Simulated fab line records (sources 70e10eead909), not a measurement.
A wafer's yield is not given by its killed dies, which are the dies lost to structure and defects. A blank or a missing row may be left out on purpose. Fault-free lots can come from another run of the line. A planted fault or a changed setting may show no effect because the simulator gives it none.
Comparing a struck lot with a sound one	flow nand-harc	15 out of 1302 route steps
Sound: wafers L747.3, L747.5, L747.6. Struck: wafer L764.4. (L764.5, L764.6 of the same lot were not struck and are left out.) The cause comes at the end.
Per side, at each step with rows, come the tool, then ch with its chambers, and then its first start. Under that, the readings that differ: sound wafers	struck wafers	difference of the means	sigmas: that difference in standard deviations of wafers without a fault.
alike: readings whose means differ by less than 2 such deviations, and words and numbers that are the same on both sides. not compared: withheld readings, readings that some wafer has no value for, bounds like >300 that may hide the same value, and numbers for which the record gives no deviation and whose values overlap.
The two part at a step that has a row with sigmas, a row that says differs or no value, or rows on one side only. Numbers that don't overlap but have no deviation are shown without sigmas and don't part them. A reading that every wafer of one side lacks parts them only if that side has two wafers or more.

first, 2 steps without rows for these wafers: NHARC_A_CONTACT_STRIP_100 (strips in CF4/CHF3); NHARC_A_CONTACT_STRIP_101 (strips in O2/COS).
NHARC_A_CONTACT_ETCH_102: etches the open film in CF4/O2, target depth 100 nm, overetch 10 nm, time 55 s.
  sound on rie-diel-01 ch 0,3, day 22 15:40; struck on rie-diel-01 ch 3, day 30 16:25
  alike: drypump-motor-current-A, oes-product-au, rf-fwd-power-W, rf-vpp-V, showerhead-plenum-p-Torr, throttle-valve-pct
  not compared: rf-hours-counter-h
NHARC_A_CONTACT_STRIP_55: strips in O2.
  sound on rie-diel-01 ch 0,3; struck on rie-diel-01 ch 2
  alike: drypump-motor-current-A, oes-product-au, rf-vpp-V, showerhead-plenum-p-Torr, throttle-valve-pct
  not compared: rf-hours-counter-h
then, 1 step without rows for these wafers: NHARC_A_CONTACT_STRIP_56 (strips in post etch residue remover, time 600 s).
NHARC_A_CONTACT_DEP_57: deposits aC, target thk 5300 nm.
  sound on acl-dep-01 ch 0, day 22 17:50; struck on acl-dep-03 ch 0, day 30 19:18
  alike: throttle-valve-pct
NHARC_A_CONTACT_DEP_58: deposits SiON, target thk 90 nm.
  sound on pecvd-04 ch 0,1,2, day 22 20:04; struck on pecvd-01 ch 1, day 30 21:01
  alike: heater-power-w, rf-fwd-power-W
then, 5 steps without rows for these wafers: NHARC_A_CONTACT_DEHYDRATE_59 (time 120 s); NHARC_A_CONTACT_HMDS_60 (time 30 s); NHARC_A_CONTACT_COAT_61 (time 75 s); NHARC_A_CONTACT_COAT_62 (time 65 s); NHARC_A_CONTACT_COAT_63 (resist thk 90 nm).
NHARC_A_CONTACT_SOFTBAKE_64: time 55 s.
  sound on litho-track-04 ch 0, day 22 20:00; struck on litho-track-04 ch 0, day 30 21:00
reading	sound	struck	difference	sigmas
heater-power-total-W (W)	188.37 188.34 188.40	198.50	+10.13	+68
then, 2 steps without rows for these wafers: NHARC_A_CONTACT_EBR_65; NHARC_END_SORT_01.

## WHERE THEY PART
Only at NHARC_A_CONTACT_SOFTBAKE_64, as far as this record shows.

WHY: what had been put in by the simulator
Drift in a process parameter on litho-track-04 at NHARC_A_CONTACT_SOFTBAKE_64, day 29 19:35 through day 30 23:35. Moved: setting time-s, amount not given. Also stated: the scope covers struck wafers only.
